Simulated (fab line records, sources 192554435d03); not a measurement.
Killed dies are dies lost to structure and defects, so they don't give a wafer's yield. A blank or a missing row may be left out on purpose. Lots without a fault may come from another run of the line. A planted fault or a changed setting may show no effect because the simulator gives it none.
Which tool did it? | flow n5_finfet | 10 lots, 30 wafers sampled, at 2 steps of a route of 1938

WHAT THE GAUGES READ, wafer by wafer
N5_BEOL_M9_CD_MEAS_28: target cd 70 nm.
lot  | measured     | on        | cd_nm (nm)
L517 | day 11 01:01 | cd_sem-03 | 70.07 70.23 70.10
L520 | day 12 01:55 | cd_sem-02 | 70.44 70.17 70.08
L522 | day 12 02:17 | cd_sem-03 | 69.46 70.37 70.12
L525 | day 12 06:40 | cd_sem-02 | 69.49 70.06 69.89
L521 | day 12 09:55 | cd_sem-03 | 70.12 69.47 69.86
L523 | day 12 17:53 | cd_sem-03 | 69.62 69.55 69.68
L528 | day 13 06:05 | cd_sem-01 | 69.78 70.17 70.02
L526 | day 13 06:07 | cd_sem-03 | 69.89 69.48 69.89
L533 | day 14 15:55 | cd_sem-02 | 70.04 69.83 69.86
L531 | day 14 15:46 | cd_sem-03 | 69.74 69.74 69.82

WHICH TOOL RAN EACH LOT (tool, then ch and the chambers of the sampled wafers, then the start)
lot  | N5_BEOL_M9_STRIP_19
L517 | rie_diel-03 ch 0,1, day 10 23:20
L520 | rie_diel-04 ch 1,2,3, day 11 21:42
L522 | rie_diel-02 ch 1,2, day 12 00:55
L525 | rie_diel-04 ch 0,1,2, day 12 06:03
L521 | rie_diel-03 ch 2,3, day 12 07:50
L523 | rie_diel-04 ch 0,3, day 12 16:43
L528 | rie_diel-03 ch 0,1, day 13 05:00
L526 | rie_diel-02 ch 2,3, day 13 05:33
L533 | rie_diel-03 ch 0,1,2, day 14 12:46
L531 | rie_diel-03 ch 1,2, day 14 12:49
- N5_BEOL_M9_STRIP_19: strips in O2.

WHAT THE TOOLS THEMSELVES READ (means of the sampled wafers that have a number; where no wafer has one, the mark that the record gives instead)
N5_BEOL_M9_STRIP_19.
lot  | tool        | drypump_motor_current_A (A) | oes_product_au (a.u.) | rf_vpp_V (V) | showerhead_plenum_p_Torr (Torr) | temp_c (C) | throttle_valve_pct (%)
L517 | rie_diel-03 | 5.8                         | 0.81                  | 3.7          | 2.04                            | 40.05      | 16.42
L520 | rie_diel-04 | 5.8                         | 0.85                  | 3.0          | 2.15                            | 39.95      | 16.60
L522 | rie_diel-02 | 6.0                         | 0.82                  | 3.9          | 2.07                            | 40.00      | 16.69
L525 | rie_diel-04 | 5.5                         | 0.79                  | 3.7          | 2.06                            | 40.14      | 16.64
L521 | rie_diel-03 | 5.7                         | 0.71                  | 3.5          | 2.11                            | 39.91      | 16.76
L523 | rie_diel-04 | 5.8                         | 0.72                  | 3.9          | 2.05                            | 39.98      | 16.85
L528 | rie_diel-03 | 5.8                         | 0.80                  | 4.2          | 2.04                            | 40.09      | 16.44
L526 | rie_diel-02 | 5.5                         | 0.72                  | 3.9          | 2.06                            | 39.93      | 17.02
L533 | rie_diel-03 | 5.9                         | 0.76                  | 3.6          | 2.03                            | 40.00      | 16.57
L531 | rie_diel-03 | 5.9                         | 0.73                  | 4.5          | 2.02                            | 39.93      | 16.71

THE ANSWER, worked out from the rows above alone
Rule: what is usual is taken from the lots themselves. Put in order of their means at a reading, lots are off if they are a third of the lots or fewer, leave a main group of 4 or more, and stand apart from it by a gap of 3 or more times the standard deviation of the main group's means; of several such gaps the widest counts. A main group whose means are all the same, to the digits that the tables above print for the reading, isn't used. A lot without any number at a reading at which 4 lots or more have one is off too. The other lots that the step has rows for count as sound. The gauges are gone through in route order, then the tools' own readings, and for those a lot's mean is taken as printed above. The first step at which some lot is off is used, and at that step the reading that is off furthest; a lot without a number counts as furthest.
No lot is off at any reading shown: from this, nothing can be told.

WHAT THE SIMULATOR HAD PUT IN
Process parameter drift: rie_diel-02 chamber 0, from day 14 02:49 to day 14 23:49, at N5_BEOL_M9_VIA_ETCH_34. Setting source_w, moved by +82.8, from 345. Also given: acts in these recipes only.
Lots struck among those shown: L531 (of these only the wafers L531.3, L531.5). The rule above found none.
